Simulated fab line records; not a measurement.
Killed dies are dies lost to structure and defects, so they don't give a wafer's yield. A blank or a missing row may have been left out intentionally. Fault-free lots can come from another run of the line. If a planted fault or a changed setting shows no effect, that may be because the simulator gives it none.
Chamber matching / flow n5 finfet / uv cure-01 running N5_BEOL_M10_CURE_71: 3 sister chambers
The step cures SiCOH lowk, time 240 s. 6 wafers are shown with their chamber, then 9 later ones without.

== EACH WAFER AND ITS CHAMBER ==
wafer=L080.4; chamber=1; wafer_temp_C_max=386.4; lamp power pct (%)=52.36
wafer=L080.5; chamber=1; wafer_temp_C_max=386.2; lamp power pct (%)=52.31
wafer=L085.3; chamber=2; wafer_temp_C_max=388.8; lamp power pct (%)=52.29
wafer=L085.6; chamber=2; wafer_temp_C_max=387.5; lamp power pct (%)=52.32
wafer=L086.2; chamber=0; wafer_temp_C_max=386.2; lamp power pct (%)=52.18
wafer=L086.4; chamber=0; wafer_temp_C_max=386.7; lamp power pct (%)=52.34

== WAFERS WITHOUT THEIR CHAMBER ==
wafer=L088.1; wafer_temp_C_max=386.1; lamp power pct (%)=52.29
wafer=L088.2; wafer_temp_C_max=385.9; lamp power pct (%)=52.36
wafer=L088.4; wafer_temp_C_max=386.1; lamp power pct (%)=52.29
wafer=L090.1; wafer_temp_C_max=386.0; lamp power pct (%)=52.36
wafer=L090.4; wafer_temp_C_max=386.1; lamp power pct (%)=52.36
wafer=L090.6; wafer_temp_C_max=386.2; lamp power pct (%)=52.32
wafer=L095.1; wafer_temp_C_max=386.2; lamp power pct (%)=52.29
wafer=L095.2; wafer_temp_C_max=386.1; lamp power pct (%)=52.35
wafer=L095.4; wafer_temp_C_max=386.1; lamp power pct (%)=52.39

== EACH ONE'S CHAMBER ==
wafer=L088.1; from the rows above=can't be placed: 1 or 0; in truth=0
wafer=L088.2; from the rows above=can't be placed: 1 or 0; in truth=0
wafer=L088.4; from the rows above=can't be placed: 1 or 0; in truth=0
wafer=L090.1; from the rows above=can't be placed: 1 or 0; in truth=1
wafer=L090.4; from the rows above=can't be placed: 1 or 0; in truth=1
wafer=L090.6; from the rows above=can't be placed: 1 or 0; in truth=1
wafer=L095.1; from the rows above=can't be placed: 0 or 1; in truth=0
wafer=L095.2; from the rows above=can't be placed: 1 or 0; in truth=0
wafer=L095.4; from the rows above=can't be placed: 1 or 0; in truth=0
Placed correctly: 0 of 9. These rows do not allow placing 9 (true chamber among the candidates in 9). Placed wrongly: 0.
How it was worked out, from the rows above alone: a wafer's distance from a chamber is the root of the sum, over the readings, of the square of ((its reading less the chamber's mean) divided by the reading's scatter). If the next closest chamber is less than 2 further off than the closest, the wafer can't be placed; otherwise it belongs to the closest. For every chamber, the mean is computed from those of its wafers that are shown. The scatter: take each reading less its chamber's mean, square it, sum over the shown wafers, divide by the number of wafers less the number of chambers, and take the root.
